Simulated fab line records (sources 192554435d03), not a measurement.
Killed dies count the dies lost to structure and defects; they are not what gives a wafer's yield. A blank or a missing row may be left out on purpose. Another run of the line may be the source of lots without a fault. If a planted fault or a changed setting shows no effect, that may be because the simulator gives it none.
Which tool was responsible? || flow n5Finfet || 11 lots with 31 wafers sampled at 5 steps, on a route of 1938 steps

WHAT THE GAUGES SHOWED, per wafer
N5_BEOL_M10_RS_MEAS_57: the measuring method here is four-point-probe. Usual: for M10_RS the level is 0.152 ohm/sq and the standard deviation is 0.0037.
{"lot": "L466", "measured": "day 10 19:19", "on": "filmMetro-02", "M10_RS (ohm/sq)": "0.146 0.150", "flag": ""}
{"lot": "L467", "measured": "day 11 00:07", "on": "filmMetro-01", "M10_RS (ohm/sq)": "0.149 0.156 0.146", "flag": ""}
{"lot": "L471", "measured": "day 12 00:13", "on": "filmMetro-02", "M10_RS (ohm/sq)": "0.151 0.147 0.153", "flag": ""}
{"lot": "L470", "measured": "day 12 01:02", "on": "filmMetro-01", "M10_RS (ohm/sq)": "0.159 0.153 0.159", "flag": ""}
{"lot": "L472", "measured": "day 12 01:19", "on": "filmMetro-02", "M10_RS (ohm/sq)": "0.155 0.149", "flag": ""}
{"lot": "L481", "measured": "day 14 00:58", "on": "filmMetro-01", "M10_RS (ohm/sq)": "0.144 0.157 0.157", "flag": ""}
{"lot": "L482", "measured": "day 14 16:06", "on": "filmMetro-02", "M10_RS (ohm/sq)": "0.151 0.149 0.157", "flag": ""}
{"lot": "L483", "measured": "day 14 15:31", "on": "filmMetro-01", "M10_RS (ohm/sq)": "0.147 0.149 0.142", "flag": ""}
{"lot": "L486", "measured": "day 15 12:57", "on": "filmMetro-02", "M10_RS (ohm/sq)": "0.150 0.153 0.148", "flag": ""}
{"lot": "L488", "measured": "day 15 21:05", "on": "filmMetro-02", "M10_RS (ohm/sq)": "0.151 0.154 0.156", "flag": ""}
{"lot": "L489", "measured": "day 16 06:17", "on": "filmMetro-01", "M10_RS (ohm/sq)": "0.151 0.153 0.150", "flag": ""}

N5_BEOL_M11_THK_MEAS_01. Usual: for M11_ILD_THK the level is 267 nm and the standard deviation is 3.6.
{"lot": "L466", "measured": "day 10 19:58", "on": "filmMetro-01", "M11_ILD_THK (nm)": "266 268", "flag": ""}
{"lot": "L467", "measured": "day 11 00:46", "on": "filmMetro-02", "M11_ILD_THK (nm)": "268 272 271", "flag": ""}
{"lot": "L471", "measured": "day 12 00:53", "on": "filmMetro-01", "M11_ILD_THK (nm)": "192 267 268", "flag": "OFF"}
{"lot": "L470", "measured": "day 12 01:41", "on": "filmMetro-02", "M11_ILD_THK (nm)": "269 273 266", "flag": ""}
{"lot": "L472", "measured": "day 12 01:58", "on": "filmMetro-01", "M11_ILD_THK (nm)": "193 270", "flag": "OFF"}
{"lot": "L481", "measured": "day 14 01:39", "on": "filmMetro-02", "M11_ILD_THK (nm)": "269 273 276", "flag": ""}
{"lot": "L482", "measured": "day 14 16:45", "on": "filmMetro-02", "M11_ILD_THK (nm)": "264 266 273", "flag": ""}
{"lot": "L483", "measured": "day 14 16:12", "on": "filmMetro-01", "M11_ILD_THK (nm)": "268 271 272", "flag": ""}
{"lot": "L486", "measured": "day 15 13:36", "on": "filmMetro-01", "M11_ILD_THK (nm)": "264 266 268", "flag": ""}
{"lot": "L488", "measured": "day 15 21:44", "on": "filmMetro-01", "M11_ILD_THK (nm)": "267 262 268", "flag": ""}
{"lot": "L489", "measured": "day 16 07:14", "on": "filmMetro-02", "M11_ILD_THK (nm)": "271 274 277", "flag": ""}

TOOL THAT RAN EACH LOT (tool first, then ch and the chambers of the sampled wafers, then the start)
{"lot": "L466", "N5_BEOL_M10_TRENCH_ETCH_37": "rieDiel-01 ch 2, day 10 17:04 or earlier", "N5_BEOL_M10_DEGAS_44": "pvdSputter-03, day 10 17:04", "N5_BEOL_M11_ILD_DEP_00": "pecvd-04 ch 1, day 10 19:22"}
{"lot": "L467", "N5_BEOL_M10_TRENCH_ETCH_37": "rieDiel-03 ch 0,3, day 10 20:38 or earlier", "N5_BEOL_M10_DEGAS_44": "pvdSputter-03, day 10 20:38", "N5_BEOL_M11_ILD_DEP_00": "pecvd-02 ch 0,1, day 11 00:10"}
{"lot": "L471", "N5_BEOL_M10_TRENCH_ETCH_37": "rieDiel-01 ch 0,2,3, day 11 22:35 or earlier", "N5_BEOL_M10_DEGAS_44": "pvdSputter-03, day 11 22:35", "N5_BEOL_M11_ILD_DEP_00": "pecvd-04 ch 0,2, day 12 00:17"}
{"lot": "L470", "N5_BEOL_M10_TRENCH_ETCH_37": "rieDiel-03 ch 0,1,2, day 11 23:09 or earlier", "N5_BEOL_M10_DEGAS_44": "pvdSputter-02, day 11 23:09", "N5_BEOL_M11_ILD_DEP_00": "pecvd-02 ch 0,1,2, day 12 01:06"}
{"lot": "L472", "N5_BEOL_M10_TRENCH_ETCH_37": "rieDiel-01 ch 2,3, day 11 23:23 or earlier", "N5_BEOL_M10_DEGAS_44": "pvdSputter-02, day 11 23:23", "N5_BEOL_M11_ILD_DEP_00": "pecvd-04 ch 1,2, day 12 01:22"}
{"lot": "L481", "N5_BEOL_M10_TRENCH_ETCH_37": "rieDiel-01 ch 1,3, day 13 22:00 or earlier", "N5_BEOL_M10_DEGAS_44": "pvdSputter-02, day 13 22:00", "N5_BEOL_M11_ILD_DEP_00": "pecvd-01 ch 1,2, day 14 01:01"}
{"lot": "L482", "N5_BEOL_M10_TRENCH_ETCH_37": "rieDiel-03 ch 1,2,3, day 14 13:40 or earlier", "N5_BEOL_M10_DEGAS_44": "pvdSputter-01, day 14 13:40", "N5_BEOL_M11_ILD_DEP_00": "pecvd-01 ch 0,1,2, day 14 16:10"}
{"lot": "L483", "N5_BEOL_M10_TRENCH_ETCH_37": "rieDiel-01 ch 0,2,3, day 14 13:31 or earlier", "N5_BEOL_M10_DEGAS_44": "pvdSputter-01, day 14 13:31", "N5_BEOL_M11_ILD_DEP_00": "pecvd-02 ch 0, day 14 15:35"}
{"lot": "L486", "N5_BEOL_M10_TRENCH_ETCH_37": "rieDiel-03 ch 1,2,3, day 15 11:09 or earlier", "N5_BEOL_M10_DEGAS_44": "pvdSputter-02, day 15 11:09", "N5_BEOL_M11_ILD_DEP_00": "pecvd-04 ch 1,2, day 15 13:01"}
{"lot": "L488", "N5_BEOL_M10_TRENCH_ETCH_37": "rieDiel-03 ch 0,2,3, day 15 19:07 or earlier", "N5_BEOL_M10_DEGAS_44": "pvdSputter-02, day 15 19:07", "N5_BEOL_M11_ILD_DEP_00": "pecvd-04 ch 0,2, day 15 21:09"}
{"lot": "L489", "N5_BEOL_M10_TRENCH_ETCH_37": "rieDiel-01 ch 0,1, day 16 04:13 or earlier", "N5_BEOL_M10_DEGAS_44": "pvdSputter-01, day 16 04:13", "N5_BEOL_M11_ILD_DEP_00": "pecvd-01 ch 0, day 16 06:20"}
- N5_BEOL_M10_TRENCH_ETCH_37: etches SiCOH lowk in C4F6/O2, target depth 148.83 nm, time 48 s.
- N5_BEOL_M10_DEGAS_44: time 60 s.
- N5_BEOL_M11_ILD_DEP_00: deposits SiCOH lowk from DEMS/porogen, target thk 308.51 nm, time 58 s.

WHAT THE TOOLS THEMSELVES READ (means of the sampled wafers that have a number; where no wafer has one, the mark that the record gives instead)
N5_BEOL_M10_TRENCH_ETCH_37. Usual: drypumpMotorCurrentA 5.7 A, standard deviation 0.31; oesProductAu 0.78 a.u., standard deviation 0.087; rfVppV 664 V, standard deviation 15; showerheadPlenumPTorr 2.83 Torr, standard deviation 0.081; throttleValvePct 20.83 %, standard deviation 0.23.
{"lot": "L466", "tool": "rieDiel-01", "drypumpMotorCurrentA (A)": 5.8, "oesProductAu (a.u.)": 0.94, "rfVppV (V)": 653, "showerheadPlenumPTorr (Torr)": 2.78, "throttleValvePct (%)": 20.94, "flag": ""}
{"lot": "L467", "tool": "rieDiel-03", "drypumpMotorCurrentA (A)": 5.8, "oesProductAu (a.u.)": 0.76, "rfVppV (V)": 653, "showerheadPlenumPTorr (Torr)": 2.79, "throttleValvePct (%)": 20.56, "flag": ""}
{"lot": "L471", "tool": "rieDiel-01", "drypumpMotorCurrentA (A)": 5.7, "oesProductAu (a.u.)": 0.82, "rfVppV (V)": 652, "showerheadPlenumPTorr (Torr)": 2.80, "throttleValvePct (%)": 21.06, "flag": ""}
{"lot": "L470", "tool": "rieDiel-03", "drypumpMotorCurrentA (A)": 5.5, "oesProductAu (a.u.)": 0.74, "rfVppV (V)": 673, "showerheadPlenumPTorr (Torr)": 2.87, "throttleValvePct (%)": 20.76, "flag": ""}
{"lot": "L472", "tool": "rieDiel-01", "drypumpMotorCurrentA (A)": 5.7, "oesProductAu (a.u.)": 0.79, "rfVppV (V)": 650, "showerheadPlenumPTorr (Torr)": 2.80, "throttleValvePct (%)": 21.16, "flag": ""}
{"lot": "L481", "tool": "rieDiel-01", "drypumpMotorCurrentA (A)": 5.7, "oesProductAu (a.u.)": 0.77, "rfVppV (V)": 665, "showerheadPlenumPTorr (Torr)": 2.80, "throttleValvePct (%)": 20.78, "flag": ""}
{"lot": "L482", "tool": "rieDiel-03", "drypumpMotorCurrentA (A)": 5.5, "oesProductAu (a.u.)": 0.75, "rfVppV (V)": 661, "showerheadPlenumPTorr (Torr)": 2.79, "throttleValvePct (%)": 20.68, "flag": ""}
{"lot": "L483", "tool": "rieDiel-01", "drypumpMotorCurrentA (A)": 5.7, "oesProductAu (a.u.)": 0.88, "rfVppV (V)": 652, "showerheadPlenumPTorr (Torr)": 2.79, "throttleValvePct (%)": 20.99, "flag": ""}
{"lot": "L486", "tool": "rieDiel-03", "drypumpMotorCurrentA (A)": 5.5, "oesProductAu (a.u.)": 0.74, "rfVppV (V)": 661, "showerheadPlenumPTorr (Torr)": 2.78, "throttleValvePct (%)": 20.70, "flag": ""}
{"lot": "L488", "tool": "rieDiel-03", "drypumpMotorCurrentA (A)": 5.5, "oesProductAu (a.u.)": 0.71, "rfVppV (V)": 661, "showerheadPlenumPTorr (Torr)": 2.81, "throttleValvePct (%)": 20.75, "flag": ""}
{"lot": "L489", "tool": "rieDiel-01", "drypumpMotorCurrentA (A)": 5.8, "oesProductAu (a.u.)": 0.90, "rfVppV (V)": 667, "showerheadPlenumPTorr (Torr)": 2.78, "throttleValvePct (%)": 20.53, "flag": ""}

N5_BEOL_M10_DEGAS_44. Usual: 343 W for heaterPowerW, sd 33.
{"lot": "L466", "tool": "pvdSputter-03", "heaterPowerW (W)": 345, "flag": ""}
{"lot": "L467", "tool": "pvdSputter-03", "heaterPowerW (W)": 367, "flag": ""}
{"lot": "L471", "tool": "pvdSputter-03", "heaterPowerW (W)": 348, "flag": ""}
{"lot": "L470", "tool": "pvdSputter-02", "heaterPowerW (W)": 343, "flag": ""}
{"lot": "L472", "tool": "pvdSputter-02", "heaterPowerW (W)": 330, "flag": ""}
{"lot": "L481", "tool": "pvdSputter-02", "heaterPowerW (W)": 352, "flag": ""}
{"lot": "L482", "tool": "pvdSputter-01", "heaterPowerW (W)": 370, "flag": ""}
{"lot": "L483", "tool": "pvdSputter-01", "heaterPowerW (W)": 291, "flag": ""}
{"lot": "L486", "tool": "pvdSputter-02", "heaterPowerW (W)": 310, "flag": ""}
{"lot": "L488", "tool": "pvdSputter-02", "heaterPowerW (W)": 347, "flag": ""}
{"lot": "L489", "tool": "pvdSputter-01", "heaterPowerW (W)": 345, "flag": ""}

N5_BEOL_M11_ILD_DEP_00. Usual: heaterPowerW 325 W, standard deviation 58; runLengthS 100.9 s, standard deviation 0.58; showerheadPlenumPTorr 5.747 Torr, standard deviation 0.0094; throttleValvePct 13.9 %, standard deviation 0.79.
{"lot": "L466", "tool": "pecvd-04", "heaterPowerW (W)": 380, "runLengthS (s)": 100.2, "showerheadPlenumPTorr (Torr)": 5.752, "throttleValvePct (%)": 13.9, "flag": ""}
{"lot": "L467", "tool": "pecvd-02", "heaterPowerW (W)": 383, "runLengthS (s)": 101.7, "showerheadPlenumPTorr (Torr)": 5.745, "throttleValvePct (%)": 13.7, "flag": ""}
{"lot": "L471", "tool": "pecvd-04", "heaterPowerW (W)": 312, "runLengthS (s)": 95.9, "showerheadPlenumPTorr (Torr)": 5.746, "throttleValvePct (%)": 14.0, "flag": "OFF"}
{"lot": "L470", "tool": "pecvd-02", "heaterPowerW (W)": 339, "runLengthS (s)": 100.7, "showerheadPlenumPTorr (Torr)": 5.753, "throttleValvePct (%)": 14.1, "flag": ""}
{"lot": "L472", "tool": "pecvd-04", "heaterPowerW (W)": 292, "runLengthS (s)": 92.5, "showerheadPlenumPTorr (Torr)": 5.747, "throttleValvePct (%)": 13.8, "flag": "OFF"}
{"lot": "L481", "tool": "pecvd-01", "heaterPowerW (W)": 310, "runLengthS (s)": 101.0, "showerheadPlenumPTorr (Torr)": 5.732, "throttleValvePct (%)": 13.0, "flag": ""}
{"lot": "L482", "tool": "pecvd-01", "heaterPowerW (W)": 300, "runLengthS (s)": 100.8, "showerheadPlenumPTorr (Torr)": 5.742, "throttleValvePct (%)": 13.5, "flag": ""}
{"lot": "L483", "tool": "pecvd-02", "heaterPowerW (W)": 410, "runLengthS (s)": 101.0, "showerheadPlenumPTorr (Torr)": 5.740, "throttleValvePct (%)": 15.0, "flag": ""}
{"lot": "L486", "tool": "pecvd-04", "heaterPowerW (W)": 346, "runLengthS (s)": 100.4, "showerheadPlenumPTorr (Torr)": 5.747, "throttleValvePct (%)": 13.9, "flag": ""}
{"lot": "L488", "tool": "pecvd-04", "heaterPowerW (W)": 296, "runLengthS (s)": 100.8, "showerheadPlenumPTorr (Torr)": 5.747, "throttleValvePct (%)": 14.4, "flag": ""}
{"lot": "L489", "tool": "pecvd-01", "heaterPowerW (W)": 233, "runLengthS (s)": 100.8, "showerheadPlenumPTorr (Torr)": 5.747, "throttleValvePct (%)": 14.5, "flag": ""}

THE ANSWER, worked out from the rows above alone
Rule: take the mean of a lot's wafers that have a number; if it is more than 3 standard deviations from the usual mean, the lot is off. Also off: a lot with no number at a reading for which 4 or more lots have one. All remaining lots with rows at the step are treated as sound. After the gauges, taken in route order, come the tools' own readings; for these a lot's mean is taken, as printed above. The first step at which some lot is off is used, and at that step the reading that is off furthest; a lot without a number counts as furthest.
Off: L471, L472, at N5_BEOL_M11_THK_MEAS_01 (M11_ILD_THK).
A tool fits if, at a process step before that reading, it ran every lot that is off, and no sound lot after the first of them. Not tried: the gauges at N5_BEOL_M11_THK_MEAS_01; whatever is off there is also off at N5_BEOL_M11_ILD_DEP_00, on other tools, and gauge error can't account for it. With no start given for some of its lots, N5_BEOL_M10_TRENCH_ETCH_37 uses the hours and lot order of N5_BEOL_M10_DEGAS_44. None of those tried fits.

WHAT THE SIMULATOR HAD INSERTED
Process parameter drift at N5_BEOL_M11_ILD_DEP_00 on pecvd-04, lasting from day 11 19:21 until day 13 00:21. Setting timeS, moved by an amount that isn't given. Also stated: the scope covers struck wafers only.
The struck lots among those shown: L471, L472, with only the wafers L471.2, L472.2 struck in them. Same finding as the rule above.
